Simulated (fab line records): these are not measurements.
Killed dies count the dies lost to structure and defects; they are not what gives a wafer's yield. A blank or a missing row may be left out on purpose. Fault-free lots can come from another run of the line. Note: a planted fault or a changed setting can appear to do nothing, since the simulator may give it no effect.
Matching of chambers :: flow n5 finfet :: rie diel-02 running N5_BEOL_M3_STRIP_19: 4 sister chambers
The step strips in O2. 8 wafers are shown with their chamber, then 9 later ones without.

WAFERS, EACH WITH ITS CHAMBER
wafer: L077.3
chamber: 2
throttle valve pct (%): 17.00
drypump motor current A (A): 6.5

wafer: L077.6
chamber: 2
throttle valve pct (%): 16.99
drypump motor current A (A): 6.5

wafer: L086.2
chamber: 1
throttle valve pct (%): 16.53
drypump motor current A (A): 5.7

wafer: L086.5
chamber: 3
throttle valve pct (%): 16.91
drypump motor current A (A): 5.4

wafer: L086.6
chamber: 0
throttle valve pct (%): 16.31
drypump motor current A (A): 5.3

wafer: L087.1
chamber: 3
throttle valve pct (%): 16.92
drypump motor current A (A): 5.4

wafer: L087.4
chamber: 0
throttle valve pct (%): 16.32
drypump motor current A (A): 5.4

wafer: L087.5
chamber: 1
throttle valve pct (%): 16.53
drypump motor current A (A): 5.7

WAFERS WHOSE CHAMBER IS MISSING
wafer: L089.2
throttle valve pct (%): 17.03
drypump motor current A (A): 6.4

wafer: L089.4
throttle valve pct (%): 16.94
drypump motor current A (A): 5.4

wafer: L089.6
throttle valve pct (%): 16.92
drypump motor current A (A): 5.4

wafer: L093.2
throttle valve pct (%): 16.33
drypump motor current A (A): 5.4

wafer: L093.4
throttle valve pct (%): 16.94
drypump motor current A (A): 5.4

wafer: L093.5
throttle valve pct (%): 16.34
drypump motor current A (A): 5.4

wafer: L097.1
throttle valve pct (%): 16.33
drypump motor current A (A): 5.4

wafer: L097.2
throttle valve pct (%): 16.55
drypump motor current A (A): 5.7

wafer: L097.6
throttle valve pct (%): 16.34
drypump motor current A (A): 5.4

WHICH CHAMBER EACH ONE RAN IN
wafer: L089.2
from the rows above: 2
in truth: 2

wafer: L089.4
from the rows above: 3
in truth: 3

wafer: L089.6
from the rows above: 3
in truth: 3

wafer: L093.2
from the rows above: 0
in truth: 0

wafer: L093.4
from the rows above: 3
in truth: 3

wafer: L093.5
from the rows above: 0
in truth: 0

wafer: L097.1
from the rows above: 0
in truth: 0

wafer: L097.2
from the rows above: 1
in truth: 1

wafer: L097.6
from the rows above: 0
in truth: 0
Placed correctly: 9 of 9. From these rows, 0 cannot be placed. Number placed wrongly: 0.
How it was worked out, from the rows above alone: a wafer's distance from a chamber is the root of the sum, over the readings, of the square of ((its reading less the chamber's mean) divided by the reading's scatter). If the next closest chamber is less than 2 further off than the closest, the wafer can't be placed; otherwise it belongs to the closest. A chamber's mean is the mean of its shown wafers. The scatter: the root of (the sum of the squares of (reading less its chamber's mean) over the shown wafers, divided by (wafers less chambers)).
